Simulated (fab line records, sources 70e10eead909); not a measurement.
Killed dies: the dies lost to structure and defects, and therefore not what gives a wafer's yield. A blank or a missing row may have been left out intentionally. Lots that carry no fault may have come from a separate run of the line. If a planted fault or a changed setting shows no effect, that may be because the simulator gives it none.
Chamber matching | flow nandHarc | 4 sister chambers for NHARC_A_CONTACT_DESCUM_13 on rieDiel-07
The step chemistry O2, time 3 s. 16 wafers are shown with their chamber, then 8 later ones without.

WAFERS PAIRED WITH THEIR CHAMBERS
wafer  | chamber | drypumpMotorCurrentA (A) | showerheadPlenumPTorr (Torr) | throttleValvePct (%)
L076.1 | 1       | 5.8                      | 1.92                         | 11.303
L076.2 | 0       | 5.3                      | 2.01                         | 11.316
L076.6 | 2       | 6.3                      | 2.06                         | 11.301
L082.4 | 3       | 5.7                      | 1.94                         | 11.306
L082.5 | 1       | 5.9                      | 1.92                         | 11.302
L082.6 | 0       | 5.3                      | 2.01                         | 11.327
L083.2 | 3       | 5.7                      | 1.94                         | 11.293
L083.5 | 1       | 5.9                      | 1.92                         | 11.314
L083.6 | 2       | 6.3                      | 2.05                         | 11.304
L085.2 | 3       | 5.7                      | 1.93                         | 11.303
L085.3 | 1       | 5.9                      | 1.91                         | 11.318
L085.5 | 1       | 5.9                      | 1.91                         | 11.309
L089.2 | 1       | 5.9                      | 1.91                         | 11.302
L089.5 | 0       | 5.3                      | 2.00                         | 11.306
L089.6 | 3       | 5.7                      | 1.93                         | 11.311
L091.2 | 2       | 6.3                      | 2.05                         | 11.304

SIGNATURES (averages over the wafers above)
reading               | chamber 0 | chamber 1 | chamber 2 | chamber 3 | scatter within a chamber
drypumpMotorCurrentA  | 5.300     | 5.883     | 6.300     | 5.700     | 0.0264
showerheadPlenumPTorr | 2.0067    | 1.9150    | 2.0533    | 1.9350    | 0.00565
throttleValvePct      | 11.31633  | 11.30800  | 11.30300  | 11.30325  | 0.00727
Rule: for a wafer and a chamber, the distance is found by dividing, reading by reading, the gap between the wafer's reading and the chamber's mean by the reading's scatter, squaring, summing and taking the root. If the next closest chamber is less than 2 further off than the closest, the wafer can't be placed; otherwise it belongs to the closest. The scatter: the root of (the sum of the squares of (reading less its chamber's mean) over the shown wafers, divided by (wafers less chambers)).

WAFERS MISSING THEIR CHAMBER
wafer  | drypumpMotorCurrentA (A) | showerheadPlenumPTorr (Torr) | throttleValvePct (%)
L091.4 | 5.3                      | 2.00                         | 11.314
L091.6 | 5.3                      | 2.00                         | 11.316
L092.2 | 5.7                      | 1.93                         | 11.334
L092.4 | 5.9                      | 1.91                         | 11.305
L092.6 | 5.8                      | 1.91                         | 11.304
L097.3 | 5.8                      | 1.93                         | 11.299
L097.4 | 5.3                      | 1.99                         | 11.304
L097.6 | 5.8                      | 1.91                         | 11.311

EACH ONE'S CHAMBER
wafer  | from the rows above     | in truth
L091.4 | 0                       | 0
L091.6 | 0                       | 0
L092.2 | 3                       | 3
L092.4 | 1                       | 1
L092.6 | 1                       | 1
L097.3 | can't be placed: 3 or 1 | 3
L097.4 | 0                       | 0
L097.6 | 1                       | 1
7 of 8 placed correctly. These rows do not allow placing 1 (true chamber among the candidates in 1). Number placed wrongly: 0.
